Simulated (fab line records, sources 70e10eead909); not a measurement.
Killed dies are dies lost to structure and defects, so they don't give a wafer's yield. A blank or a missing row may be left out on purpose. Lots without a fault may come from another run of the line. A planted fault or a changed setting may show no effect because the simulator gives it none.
A struck lot beside a sound one | flow nand_harc | 12 steps out of a route of 1159
Sound: wafers L441.2, L441.3, L441.6. Struck: wafers L457.2, L457.4, L457.6. The cause comes at the end.
At each step with rows: each side's tool, then ch and its chambers, then its first start. Under that, the readings that differ: sound wafers | struck wafers | difference of the means | sigmas: that difference in standard deviations of wafers without a fault.
alike: readings whose means differ by less than 2 such deviations, and words and numbers that are the same on both sides. not compared: withheld readings, readings that some wafer has no value for, bounds like >300 that may hide the same value, and numbers for which the record gives no deviation and whose values overlap.
The two part at a step that has a row with sigmas, a row that says differs or no value, or rows on one side only. Numbers that don't overlap but have no deviation are shown without sigmas and don't part them. A reading that every wafer of one side lacks parts them only if that side has two wafers or more.

NHARC_A_SOURCE_PLATE_INSPECT_08:
  sound on defect_inspect-01, day 8 05:43; struck on defect_inspect-01, day 13 03:05
  alike: raw_defect_count
then, 1 step without rows for these wafers: NHARC_A_ONON_D1_DEP_00 (target thk 1000 nm).
NHARC_A_ONON_D1_THK_MEAS_02: measures by ellipsometry.
  sound on film_metro-01, day 8 06:17; struck on film_metro-02, day 13 03:39
  alike: thk_nm
then, 1 step without rows for these wafers: NHARC_A_ONON_D1_DEP_03 (target thk 1000 nm).
NHARC_A_ONON_D1_THK_MEAS_05: measures by ellipsometry.
  sound on film_metro-02, day 8 06:52; struck on film_metro-02, day 13 04:13
  alike: thk_nm
then, 1 step without rows for these wafers: NHARC_A_ONON_D1_DEP_06 (target thk 1000 nm).
NHARC_A_ONON_D1_THK_MEAS_08: measures by ellipsometry.
  sound on film_metro-01, day 8 07:26; struck on film_metro-01, day 13 04:47
  alike: thk_nm
then, 1 step without rows for these wafers: NHARC_A_ONON_D1_DEP_09 (target thk 1000 nm).
NHARC_A_ONON_D1_THK_MEAS_11: measures by ellipsometry.
  sound on film_metro-02, day 8 08:00; struck on film_metro-02, day 13 05:22
  alike: thk_nm
then, 1 step without rows for these wafers: NHARC_A_ONON_D1_DEP_12 (target thk 1000 nm).
NHARC_A_ONON_D1_THK_MEAS_14: measures by ellipsometry.
  sound on film_metro-01, day 8 08:34; struck on film_metro-01, day 13 06:03
  reading     | sound       | struck         | difference | sigmas
  thk_nm (nm) | 983 979 982 | 1019 1017 1017 | +36        | +3
NHARC_A_ONON_D1_ANNEAL_15: time 3600 s.
  sound on furnace-02 ch 0, day 8 14:06; struck on furnace-06, day 13 09:13
  no value came back on the struck wafers for run_length_s (s), spike_tc_bottom_C (C), tube_center_temp_C_max; on the sound wafers run_length_s (s) reads 3625 3625 3625

WHERE THEY PART
First at NHARC_A_ONON_D1_THK_MEAS_14; last, within this record, at NHARC_A_ONON_D1_ANNEAL_15.

WHY: what the simulator had put in
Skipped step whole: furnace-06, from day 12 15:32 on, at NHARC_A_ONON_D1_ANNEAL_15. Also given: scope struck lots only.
